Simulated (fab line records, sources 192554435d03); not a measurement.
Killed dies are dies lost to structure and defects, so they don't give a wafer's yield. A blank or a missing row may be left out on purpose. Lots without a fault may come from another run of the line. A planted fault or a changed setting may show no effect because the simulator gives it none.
Split-lot experiment | flow n5_finfet | 7 lots, 21 wafers read, on a route of 1938 steps

THE SPLIT
At N5_BEOL_M0_SAQP_PECVD_00 (deposits SiCN from 3MS/NH3, target thk 8 nm, time 14 s), the setting time_s was moved away from the recipe's 14 s on 7 of the 21 wafers read, by -13.6% to +13.3%. The other wafers ran this setting at the recipe's value.

The reading is taken at the split's own step.

THE READING
SiCN_of_BEOL_M0_SAQP_PECVD_00.thk_nm (the simulator's own value, which no gauge read), in nm, at N5_BEOL_M0_SAQP_PECVD_00 (deposits SiCN from 3MS/NH3, target thk 8 nm, time 14 s). The file gives no usual value for it. The 14 wafers here that ran the recipe average 8.0 nm, standard deviation 0.13 nm.

wafer  | tool, chamber at the split | time_s as run, s | against the recipe | SiCN_of_BEOL_M0_SAQP_PECVD_00.thk_nm, nm | against lot-mates on the recipe
L077.3 | pecvd-02, 1                | 14               | recipe             | 8                                        | -
L077.5 | pecvd-02, 1                | 14               | recipe             | 8                                        | -
L077.6 | pecvd-02, 0                | 15.86            | +13.3%             | 9                                        | +1.0
L078.1 | pecvd-04, 2                | 14               | recipe             | 7.8                                      | -
L078.2 | pecvd-04, 1                | 12.18            | -13.0%             | 7                                        | -0.8
L078.3 | pecvd-04, 0                | 12.18            | -13.0%             | 6.8                                      | -1.0
L083.4 | pecvd-01, 1,0,2            | 14               | recipe             | 8                                        | -
L083.5 | pecvd-01, 1,0,2            | 14               | recipe             | 8                                        | -
L083.6 | pecvd-01, 1,0,2            | 14               | recipe             | 8                                        | -
L086.1 | pecvd-01, 1,0,1            | 14               | recipe             | 8.2                                      | -
L086.4 | pecvd-01, 1,0,1            | 14               | recipe             | 8.2                                      | -
L086.5 | pecvd-01, 1,0,1            | 14               | recipe             | 8.2                                      | -
L087.1 | pecvd-01, 2                | 14               | recipe             | 8                                        | -
L087.4 | pecvd-01, 1                | 12.09            | -13.6%             | 6.8                                      | -1.2
L087.6 | pecvd-01, 0                | 12.09            | -13.6%             | 7                                        | -1.0
L088.2 | pecvd-04, 1,0              | 14               | recipe             | 8                                        | -
L088.5 | pecvd-04, 1,0              | 14               | recipe             | 8                                        | -
L088.3 | pecvd-04, 0                | 14               | recipe             | 7.8                                      | -
L092.2 | pecvd-02, 0,1              | 14.99            | +7.1%              | 8.6                                      | +0.4
L092.3 | pecvd-02, 0,1              | 14.99            | +7.1%              | 8.6                                      | +0.4
L092.5 | pecvd-02, 0                | 14               | recipe             | 8.2                                      | -
Where a row lists several chambers, the file gives one row for several wafers and doesn't say which wafer went through which chamber.

THE FIT
A straight line over all 21 wafers: SiCN_of_BEOL_M0_SAQP_PECVD_00.thk_nm changes by +0.0819 nm for each +1% of time_s; r = +0.98; the points scatter about the line by 0.12 nm.
The same after taking each lot's own level away (the mean of its wafers on the recipe; 21 wafers): +0.0729 nm for each +1%; r = +0.99; scatter 0.078 nm.
On that fit, the largest move of time_s shifts the reading by 1 nm.
The lots' own levels span 7.80 to 8.20 nm, that is 3.1 times the standard deviation above.
So the lot-to-lot level changes the slope: the two fits differ.
Check: with one of the wafers moved furthest among these (-13.6%) left out of the fit, the line predicts -0.96 nm for it against its lot-mates. It came out at -1.2 nm against them.

OTHER SPLITS ON THESE WAFERS
These wafers also went through other splits before the reading. Each is held against what the fit with the lots' levels taken away leaves over:
other split on the same wafers               | wafers away from the commonest value | r with SiCN_of_BEOL_M0_SAQP_PECVD_00.thk_nm (lot level and that fit taken away)
N5_SD_EPI_N_PEB_07 peb_temp_c                | 6                                    | -0.31
N5_SD_EPI_N_ETCH_35 source_w                 | 8                                    | -0.02
N5_SD_EPI_N_ETCH_45 target_depth_a           | 7                                    | +0.17
N5_SDB_ALD_29 ald_cycles                     | 9                                    | +0.60
N5_MOL_CONTACT_COAG_CONTACT_ETCH_14 source_w | 10                                   | +0.01

THE FILE'S OWN FIT
SiCN_of_BEOL_M0_SAQP_PECVD_00.thk_nm changes by +0.0736 nm for each +1% of time_s, r = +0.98.
